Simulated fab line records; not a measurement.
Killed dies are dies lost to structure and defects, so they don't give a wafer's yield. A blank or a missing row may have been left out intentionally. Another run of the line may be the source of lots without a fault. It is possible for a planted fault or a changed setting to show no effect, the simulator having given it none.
fab line records + flow n5-finfet
[record]
- lots = 9
- wafers = 27
- last-day = 18
route steps=1938 shown WELL_APT@45 PMOS_HMC_CHANNEL_EPI@57 BEOL_M4@1111
lots that met no fault: taken from a fault-free run of the same line
start-h: hours from the record's opening day to when the first of the lot's shown wafers began + wait-h: hours since the lot's step before + " same as the row above + L1.1+2: a single row standing in for several wafers + - no value present, or no start provided + * or withheld: withheld + < > ~ a bound
route shown NAME@n: NAME is a module with steps in the file, n the number in the route of the first one + usual: mean/standard deviation of fault-free wafers + same: alike in all rows + chamber/n: place in a boat + sites: per-site readings + _std_site: how widely they spread, as a standard deviation + _edge_site: outer sites' mean less inner sites' + radius-mm: for every site, how far away it sits from the centre of the wafer + mask NAME#n: copy n + behind: the most recent tool/chamber to have shaped the wafer + hold: cause of the lot's hold/its duration in hours/its outcome + device: which transistor (n, p or np) failed to switch + end of line: tests run on the same wafers once the route is complete + where a step has no rows: the recipe by itself + killed: not the wafer's yield, but the dies lost to structure and defects at the first sort + map: a wafer's dies, x killed, . not, _ none there
set.NAME: the setting that was run; set.NAME@STEP: the one run at that earlier step + model.NAME: the simulator's own value behind a step, which no gauge read
the route's steps for a sample of lots (tables are steps, rows are wafers)
services: from which hour (start-h, from the record's first day; less than 0 if before it) a tool's chamber was out of use, for how many hours, and why
[[steps]]
[step N5_WELL_APT_INSPECT_27]
[recipe]
- mode = adi
- inspect-instrument = macro
[usual]
- raw-defect-count = 1.8/1.4
| lot.wafer | tool              | chamber | start-h | wait-h | raw-defect-count |
|-----------|-------------------|---------|---------|--------|------------------|
| L832.1    | defect-inspect-01 | -       | 15.03   | 0.0    | 3                |
| L832.5    | "                 | -       | "       | "      | 5                |
| L832.6    | "                 | -       | "       | "      | 0                |
| L835.1    | defect-inspect-02 | -       | 32.89   | 0.0    | 2                |
| L835.4    | "                 | -       | "       | "      | 1                |
| L835.5    | "                 | -       | "       | "      | 1                |
| L836.1    | defect-inspect-01 | -       | 38.93   | 0.0    | 3                |
| L836.3    | "                 | -       | "       | "      | 1                |
| L836.5    | "                 | -       | "       | "      | 2                |
| L839.1    | defect-inspect-01 | -       | 57.13   | 0.0    | 1                |
| L839.3    | "                 | -       | "       | "      | 4                |
| L839.6    | "                 | -       | "       | "      | 2                |
| L842.2    | defect-inspect-01 | -       | 75.23   | 0.0    | 4                |
| L842.4    | "                 | -       | "       | "      | 1                |
| L842.5    | "                 | -       | "       | "      | 1                |
| L844.1    | defect-inspect-01 | -       | 87.03   | 0.0    | 3                |
| L844.3    | "                 | -       | "       | "      | 0                |
| L844.4    | "                 | -       | "       | "      | 3                |
| L847.2    | defect-inspect-01 | -       | 104.88  | 0.0    | 1                |
| L847.3    | "                 | -       | "       | "      | 0                |
| L847.5    | "                 | -       | "       | "      | 2                |
| L851.3    | defect-inspect-01 | -       | 129.68  | 0.0    | 4                |
| L851.4    | "                 | -       | "       | "      | 2                |
| L851.6    | "                 | -       | "       | "      | 2                |
| L854.2    | defect-inspect-02 | -       | 147.28  | 0.0    | 0                |
| L854.3    | "                 | -       | "       | "      | 2                |
| L854.4    | "                 | -       | "       | "      | 0                |
[step N5_WELL_APT_DESCUM_30]
[recipe]
- chemistry = O2
- time-s = 7.9
- source-power-w = 50
- bias-power-w = 20
- pressure-mtorr = 20
- rf-frequency-hz = 2.712e+07
- temp-c = 40
- o2-flow-sccm = 225
[usual]
- bias-power-w = 20.00/0.063
- drypump-motor-current-A = 5.6/0.41
- oes-product-au = 0.75/0.082
- rf-vpp-V = 243.0/1.5
- showerhead-plenum-p-Torr = 2.10/0.078
- temp-c = 40.00/0.12
- throttle-valve-pct = 20.59/0.3
| lot.wafer | tool        | chamber | start-h | wait-h | bias-power-w | drypump-motor-current-A | oes-product-au | rf-hours-counter-h | rf-vpp-V | showerhead-plenum-p-Torr | temp-c | throttle-valve-pct |
|-----------|-------------|---------|---------|--------|--------------|-------------------------|----------------|--------------------|----------|--------------------------|--------|--------------------|
| L832.1    | rie-diel-03 | 2       | 15.27   | 0.2    | 20.00        | 6.0                     | 0.69           | 239                | 241.2    | 1.98                     | 40.14  | 20.49              |
| L832.5    | "           | 3       | "       | "      | 20.00        | 5.4                     | 0.87           | -                  | 244.2    | 2.22                     | 40.18  | 20.33              |
| L832.6    | "           | 2       | "       | "      | 20.06        | 6.0                     | 0.68           | -                  | 241.6    | 1.98                     | 39.94  | 20.50              |
| L835.1    | rie-diel-03 | 2       | 32.92   | 0.0    | 19.98        | 6.0                     | 0.68           | 244                | 241.0    | 1.98                     | 40.06  | 20.51              |
| L835.4    | "           | 1       | "       | "      | 20.03        | 5.0                     | 0.70           | 209                | 241.7    | 1.96                     | 40.16  | 20.39              |
| L835.5    | "           | 2       | "       | "      | 19.98        | 6.0                     | 0.68           | -                  | 241.5    | 1.98                     | 39.98  | 20.50              |
| L836.1    | rie-diel-01 | 1       | 38.98   | 0.1    | 19.98        | 5.0                     | 0.72           | 170                | 245.9    | 2.18                     | 40.04  | 20.78              |
| L836.3    | "           | 3       | "       | "      | 19.99        | 5.6                     | 0.83           | -                  | 244.1    | 2.14                     | 39.98  | 20.16              |
| L836.5    | "           | 3       | "       | "      | 19.92        | 5.6                     | 0.84           | -                  | 243.5    | 2.14                     | 39.96  | 20.18              |
| L839.1    | rie-diel-01 | 2       | 57.58   | 0.4    | 19.99        | 5.9                     | 0.72           | 214                | 241.4    | 2.02                     | 40.00  | 21.11              |
| L839.3    | "           | 0       | "       | "      | 19.98        | 5.8                     | 0.68           | 216                | 245.0    | 2.16                     | 39.95  | 20.84              |
| L839.6    | "           | 1       | "       | "      | 20.03        | 5.0                     | 0.71           | -                  | 243.8    | 2.17                     | 40.19  | 20.78              |
| L842.2    | rie-diel-05 | 2       | 75.26   | 0.0    | 19.97        | 5.7                     | 0.69           | 194                | 243.8    | 2.08                     | 40.15  | 20.60              |
| L842.4    | "           | 1       | "       | "      | 20.02        | 5.5                     | 0.83           | -                  | 241.2    | 2.06                     | 39.89  | 20.64              |
| L842.5    | "           | 2       | "       | "      | 19.94        | 5.7                     | 0.69           | -                  | 242.4    | 2.08                     | 40.05  | 20.61              |
| L844.1    | rie-diel-01 | 0       | 87.17   | 0.1    | 19.97        | 5.8                     | 0.66           | 226                | 244.6    | 2.16                     | 39.87  | 20.84              |
| L844.3    | "           | 3       | "       | "      | 19.94        | 5.6                     | 0.81           | 72                 | 244.3    | 2.13                     | 39.80  | 20.19              |
| L844.4    | "           | 1       | "       | "      | 20.05        | 5.0                     | 0.70           | 186                | 245.0    | 2.17                     | 39.87  | 20.80              |
| L847.2    | rie-diel-05 | 2       | 104.91  | 0.0    | 20.04        | 5.7                     | 0.68           | 202                | 243.0    | 2.08                     | 39.94  | 20.61              |
| L847.3    | "           | 1       | "       | "      | 20.06        | 5.5                     | 0.81           | 87                 | 241.0    | 2.06                     | 40.02  | 20.64              |
| L847.5    | "           | 1       | "       | "      | 20.06        | 5.6                     | 0.82           | -                  | 242.5    | 2.06                     | 40.20  | 20.65              |
| L851.3    | rie-diel-01 | 1       | 129.71  | 0.0    | 20.00        | 5.0                     | 0.70           | 201                | 242.7    | 2.17                     | 39.99  | 20.82              |
| L851.4    | "           | 3       | "       | "      | 19.94        | 5.5                     | 0.80           | 88                 | 244.3    | 2.13                     | 40.05  | 20.23              |
| L851.6    | "           | 0       | "       | "      | 20.07        | 5.8                     | 0.66           | -                  | 243.6    | 2.15                     | 40.10  | 20.88              |
| L854.2    | rie-diel-01 | 1       | 147.44  | 0.2    | 19.96        | 5.1                     | 0.69           | 209                | 242.8    | 2.16                     | 40.07  | 20.83              |
| L854.3    | "           | 2       | "       | "      | 19.93        | 5.9                     | 0.69           | 250                | 239.0    | 2.01                     | 40.18  | 21.15              |
| L854.4    | "           | 2       | "       | "      | 19.87        | 5.9                     | 0.69           | -                  | 241.0    | 2.01                     | 40.11  | 21.14              |
[step N5_WELL_APT_IMPLANT_31]
[recipe]
- species = B
- energy-kev = 60
- dose-cm2 = 1.5e+13
- tilt-deg = 0
- rotation-deg = 0
[usual]
- dose-ions-cm2 = 1.4997e+13/1.5e+10
- faraday-current-uA = 190/3.9
| lot.wafer | tool         | chamber | start-h | wait-h | dose-ions-cm2 | faraday-current-uA |
|-----------|--------------|---------|---------|--------|---------------|--------------------|
| L832.1    | implanter-02 | 0       | 15.36   | 0.1    | 1.5001e+13    | 188                |
| L832.5    | "            | 0       | "       | "      | 1.4987e+13    | 192                |
| L832.6    | "            | 0       | "       | "      | 1.5002e+13    | 183                |
| L835.1    | implanter-02 | 0       | 33.02   | 0.1    | 1.4995e+13    | 179                |
| L835.4    | "            | 0       | "       | "      | 1.4997e+13    | 194                |
| L835.5    | "            | 0       | "       | "      | 1.499e+13     | 192                |
| L836.1    | implanter-02 | 0       | 39.11   | 0.1    | 1.5005e+13    | 191                |
| L836.3    | "            | 0       | "       | "      | 1.5018e+13    | 198                |
| L836.5    | "            | 0       | "       | "      | 1.5009e+13    | 194                |
| L839.1    | implanter-02 | 0       | 57.68   | 0.1    | 1.4986e+13    | 194                |
| L839.3    | "            | 0       | "       | "      | 1.4988e+13    | 192                |
| L839.6    | "            | 0       | "       | "      | 1.4988e+13    | 192                |
| L842.2    | implanter-02 | 0       | 75.39   | 0.1    | 1.004e+13     | 128                |
| L842.4    | "            | 0       | "       | "      | 1.008e+13     | 126                |
| L842.5    | "            | 0       | "       | "      | 1.0048e+13    | 129                |
| L844.1    | implanter-02 | 0       | 87.27   | 0.1    | 1.0039e+13    | 127                |
| L844.3    | "            | 0       | "       | "      | 1.0066e+13    | 131                |
| L844.4    | "            | 0       | "       | "      | 1.0043e+13    | 126                |
| L847.2    | implanter-01 | 0       | 105.04  | 0.1    | 1.5011e+13    | 190                |
| L847.3    | "            | 0       | "       | "      | 1.5021e+13    | 193                |
| L847.5    | "            | 0       | "       | "      | 1.5028e+13    | 192                |
| L851.3    | implanter-01 | 0       | 129.87  | 0.1    | 1.4988e+13    | 194                |
| L851.4    | "            | 0       | "       | "      | 1.5001e+13    | 186                |
| L851.6    | "            | 0       | "       | "      | 1.5013e+13    | 189                |
| L854.2    | implanter-01 | 0       | 147.56  | 0.1    | 1.4965e+13    | 186                |
| L854.3    | "            | 0       | "       | "      | 1.5004e+13    | 193                |
| L854.4    | "            | 0       | "       | "      | 1.4983e+13    | 195                |
[step N5_PMOS_HMC_CHANNEL_EPI_HM_DEP_34]
[recipe]
- material = SiO2
- target-thk-a = 360
- temp-c = 400
- precursor = TEOS/O2
- pressure-torr = 6.5
- rf-w = 900
- teos-flow-sccm = 161.4
- gas = O2
- flow-sccm = 2650
- time-s = 6.9
[usual]
- heater-power-outer-w = 274/59
- heater-power-w = 503/75
- showerhead-plenum-p-Torr = 8.337/0.027
- throttle-valve-pct = 18.9/1.2
| lot.wafer | tool     | chamber | start-h | wait-h | heater-power-outer-w | heater-power-w | showerhead-plenum-p-Torr | throttle-valve-pct |
|-----------|----------|---------|---------|--------|----------------------|----------------|--------------------------|--------------------|
| L832.1    | pecvd-01 | 1       | 16.94   | 0.0    | 207                  | 413            | 8.366                    | 19.9               |
| L832.5    | "        | 2       | "       | "      | 348                  | 579            | 8.374                    | 18.1               |
| L832.6    | "        | 0       | "       | "      | 298                  | 557            | 8.320                    | 17.1               |
| L835.1    | pecvd-04 | 0       | 34.69   | 0.0    | 238                  | 427            | 8.301                    | 19.6               |
| L835.4    | "        | 1       | "       | "      | 201                  | 463            | 8.344                    | 18.8               |
| L835.5    | "        | 2       | "       | "      | 192                  | 386            | 8.346                    | 19.5               |
| L836.1    | pecvd-01 | 1       | 40.69   | 0.0    | 192                  | 398            | 8.412                    | 19.8               |
| L836.3    | "        | 0       | "       | "      | 295                  | 569            | 8.317                    | 17.6               |
| L836.5    | "        | 0       | "       | "      | 297                  | 574            | 8.327                    | 17.5               |
| L839.1    | pecvd-04 | 2       | 59.46   | 0.0    | 227                  | 420            | 8.336                    | 19.5               |
| L839.3    | "        | 0       | "       | "      | 276                  | 473            | 8.315                    | 19.9               |
| L839.6    | "        | 0       | "       | "      | 265                  | 467            | 8.301                    | 19.9               |
| L842.2    | pecvd-04 | 1       | 76.95   | 0.0    | 154                  | 390            | 8.343                    | 18.9               |
| L842.4    | "        | 0       | "       | "      | 295                  | 494            | 8.307                    | 20.0               |
| L842.5    | "        | 1       | "       | "      | 159                  | 387            | 8.349                    | 18.8               |
| L844.1    | pecvd-01 | 0       | 89.17   | 0.0    | 232                  | 483            | 8.290                    | 17.6               |
| L844.3    | "        | 2       | "       | "      | 338                  | 556            | 8.358                    | 16.4               |
| L844.4    | "        | 1       | "       | "      | 198                  | 402            | 8.386                    | 20.2               |
| L847.2    | pecvd-01 | 1       | 106.63  | 0.0    | 203                  | 401            | 8.388                    | 20.1               |
| L847.3    | "        | 2       | "       | "      | 316                  | 500            | 8.386                    | 16.4               |
| L847.5    | "        | 0       | "       | "      | 214                  | 450            | 8.283                    | 17.5               |
| L851.3    | pecvd-04 | 2       | 131.39  | 0.0    | 273                  | 497            | 8.351                    | 19.7               |
| L851.4    | "        | 1       | "       | "      | 179                  | 411            | 8.338                    | 19.0               |
| L851.6    | "        | 2       | "       | "      | 282                  | 500            | 8.341                    | 19.5               |
| L854.2    | pecvd-04 | 0       | 149.11  | 0.0    | 306                  | 503            | 8.307                    | 19.9               |
| L854.3    | "        | 1       | "       | "      | 188                  | 427            | 8.337                    | 18.8               |
| L854.4    | "        | 1       | "       | "      | 194                  | 439            | 8.343                    | 19.1               |
[step N5_BEOL_M4_RC_MEAS_101]
[usual]
- DIBL_N = 37.5/2.5
- DIBL_P = 38/3.1
- IOFF_N = 0.19/0.059
- IOFF_P = 0.24/0.061
- ION_N = 679/16
- ION_P = 465/9.8
- RS_PWELL = 3012/23
- SS_N = 72.0/0.8
- SS_P = 73.7/0.86
- VT_N = 248/4.5
- VT_P = -249/3.5
| lot.wafer | tool      | chamber | start-h | wait-h | DIBL_N[mV/V] | DIBL_P[mV/V] | IOFF_N[nA/um] | IOFF_P[nA/um] | ION_N[uA/um] | ION_P[uA/um] | RS_PWELL[ohm/sq] | SS_N[mV/dec] | SS_P[mV/dec] | VT_N[mV] | VT_P[mV] |
|-----------|-----------|---------|---------|--------|--------------|--------------|---------------|---------------|--------------|--------------|------------------|--------------|--------------|----------|----------|
| L832.1    | prober-02 | 0       | 163.35  | 0.0    | 34.1         | 36           | 0.12          | 0.20          | 659          | 459          | 2995             | 70.6         | 72.8         | 254      | -249     |
| L832.5    | "         | 0       | "       | "      | 37.8         | 37           | 0.18          | 0.22          | 678          | 466          | 3026             | 72.3         | 73.5         | 251      | -250     |
| L832.6    | "         | 0       | "       | "      | 39.7         | 40           | 0.23          | 0.27          | 679          | 459          | 2994             | 72.7         | 74.2         | 248      | -245     |
| L835.1    | prober-01 | 0       | 188.43  | 0.0    | 35.7         | 36           | 0.15          | 0.19          | 673          | 458          | 2992             | 71.9         | 72.4         | 253      | -250     |
| L835.4    | "         | 0       | "       | "      | 33.3         | 34           | 0.11          | 0.17          | 651          | 455          | 2997             | 70.6         | 71.8         | 255      | -253     |
| L835.5    | "         | 0       | "       | "      | 37.1         | 38           | 0.18          | 0.24          | 669          | 461          | 3012             | 71.6         | 73.8         | 248      | -249     |
| L836.1    | prober-02 | 0       | 188.58  | 0.0    | 37.5         | 38           | 0.19          | 0.24          | 679          | 463          | 3013             | 71.3         | 73.4         | 249      | -248     |
| L836.3    | "         | 0       | "       | "      | 41.0         | 43           | 0.31          | 0.37          | 711          | 480          | 3015             | 72.8         | 75.0         | 238      | -242     |
| L836.5    | "         | 0       | "       | "      | 37.7         | 38           | 0.18          | 0.25          | 683          | 469          | 3020             | 72.1         | 73.4         | 248      | -247     |
| L839.1    | prober-02 | 0       | 221.67  | 0.0    | 35.9         | 37           | 0.16          | 0.20          | 667          | 459          | 3001             | 72.3         | 73.8         | 251      | -252     |
| L839.3    | "         | 0       | "       | "      | 37.2         | 37           | 0.19          | 0.20          | 680          | 461          | 3009             | 72.0         | 73.0         | 249      | -251     |
| L839.6    | "         | 0       | "       | "      | 33.6         | 34           | 0.11          | 0.17          | 659          | 451          | 2986             | 70.9         | 73.0         | 255      | -254     |
| L842.2    | prober-01 | 0       | 251.57  | 0.2    | 39.7         | 42           | 0.30          | 0.37          | 716          | 484          | 3812             | 72.8         | 74.3         | 239      | -239     |
| L842.4    | "         | 0       | "       | "      | 33.7         | 34           | 0.13          | 0.19          | 671          | 461          | 3868             | 72.0         | 72.9         | 252      | -251     |
| L842.5    | "         | 0       | "       | "      | 36.6         | 38           | 0.21          | 0.29          | 702          | 486          | 3808             | 71.9         | 74.4         | 241      | -244     |
| L844.1    | prober-02 | 0       | 253.23  | 0.0    | 35.6         | 35           | 0.15          | 0.17          | 660          | 448          | 3818             | 71.4         | 73.2         | 250      | -255     |
| L844.3    | "         | 0       | "       | "      | 34.6         | 34           | 0.14          | 0.17          | 672          | 453          | 3882             | 71.0         | 72.5         | 248      | -255     |
| L844.4    | "         | 0       | "       | "      | 37.2         | 38           | 0.18          | 0.22          | 678          | 450          | 3828             | 71.9         | 73.9         | 246      | -250     |
| L847.2    | prober-01 | 0       | 258.22  | 0.2    | 39.9         | 42           | 0.28          | 0.31          | 702          | 470          | 2993             | 72.3         | 74.8         | 242      | -245     |
| L847.3    | "         | 0       | "       | "      | 39.4         | 43           | 0.25          | 0.32          | 690          | 468          | 2995             | 71.7         | 75.0         | 246      | -244     |
| L847.5    | "         | 0       | "       | "      | 39.4         | 43           | 0.26          | 0.32          | 686          | 470          | 3007             | 72.6         | 74.6         | 243      | -246     |
| L851.3    | prober-02 | 0       | 288.15  | 0.3    | 37.6         | 37           | 0.19          | 0.24          | 683          | 463          | 3022             | 72.1         | 73.9         | 249      | -249     |
| L851.4    | "         | 0       | "       | "      | 35.7         | 34           | 0.16          | 0.21          | 667          | 462          | 3018             | 71.5         | 73.3         | 249      | -250     |
| L851.6    | "         | 0       | "       | "      | 37.4         | 36           | 0.20          | 0.24          | 685          | 466          | 3042             | 72.0         | 73.8         | 244      | -250     |
| L854.2    | prober-02 | 0       | 312.12  | 0.2    | 37.5         | 39           | 0.18          | 0.22          | 679          | 466          | 2990             | 72.5         | 73.7         | 251      | -252     |
| L854.3    | "         | 0       | "       | "      | 34.7         | 35           | 0.13          | 0.17          | 673          | 459          | 3005             | 71.5         | 73.4         | 254      | -252     |
| L854.4    | "         | 0       | "       | "      | 37.5         | 40           | 0.19          | 0.26          | 677          | 463          | 2987             | 72.1         | 74.5         | 248      | -249     |
[[services]]
| tool         | chamber | start-h | hours | kind                          |
|--------------|---------|---------|-------|-------------------------------|
| pecvd-01     | 1       | -6.19   | 5.5   | scheduled-down                |
| rie-diel-01  | 3       | -5.13   | 8.6   | repair                        |
| implanter-01 | -       | 13.82   | 24.9  | repair                        |
| pecvd-01     | 2       | 21.13   | -     | clean                         |
| rie-diel-01  | 0       | 36.21   | 7.6   | repair                        |
| rie-diel-01  | 2       | 37.04   | 3.7   | repair                        |
| implanter-01 | -       | 39.47   | 5.4   | pm                            |
| rie-diel-01  | 3       | 40.19   | 5.7   | repair                        |
| implanter-01 | -       | 48.52   | 9.1   | pm                            |
| rie-diel-01  | -       | 51.33   | 2.8   | pm                            |
| rie-diel-03  | -       | 57.49   | 2.8   | pm                            |
| rie-diel-05  | 2       | 79.97   | 7.6   | repair                        |
| pecvd-01     | 1       | 91.21   | 11.6  | repair                        |
| rie-diel-01  | 3       | 91.95   | 1.8   | repair                        |
| rie-diel-03  | 3       | 102.94  | 20.2  | repair                        |
| rie-diel-03  | 2       | 110.03  | 1.3   | repair                        |
| rie-diel-03  | -       | 114.49  | 14.6  | pm                            |
| rie-diel-01  | 3       | 120.80  | 2.2   | repair                        |
| rie-diel-01  | 1       | 123.00  | 5.2   | repair                        |
| rie-diel-01  | 0       | 141.30  | -     | clean                         |
| rie-diel-01  | 0       | 141.30  | -     | consumable-replace:focus-ring |
| rie-diel-01  | 0       | 141.30  | 18.6  | scheduled-down                |
| rie-diel-01  | 0       | 141.30  | 18.6  | vent-cycle                    |
| implanter-02 | -       | 143.81  | 3.9   | pm                            |
[[key]]
[first-sign]
- step = N5_WELL_APT_IMPLANT_31
- reading = dose-ions-cm2
- direction = down
- sigmas = 99+
- usual = 1.4997e+13
- struck = 1.0053e+13
[effect]
- step = N5_WELL_APT_IMPLANT_31
- reading = faraday-current-uA
- direction = down
- sigmas = 16
- usual = 190
- struck = 128
[effect]
- step = N5_BEOL_M4_RC_MEAS_101
- reading = RS_PWELL
- direction = up
- sigmas = 36
- usual = 3012
- struck = 3836
met-at N5_WELL_APT_IMPLANT_31
struck-lots L842,L844
not-acting-at N5_WELL_APT_INSPECT_27,N5_WELL_APT_DESCUM_30,N5_PMOS_HMC_CHANNEL_EPI_HM_DEP_34
onset-between 57.68 75.39
[fault]
- kind = process-parameter-drift
- tool = implanter-02
- chamber = -
- onset-h = 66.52
- steps = N5_WELL_APT_IMPLANT_31
- channel = dose-cm2
- offset = -4.9471e+12
- shape = step
- end-h = 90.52
- acts-in = these-recipes-only
- stated = 1.5e+13
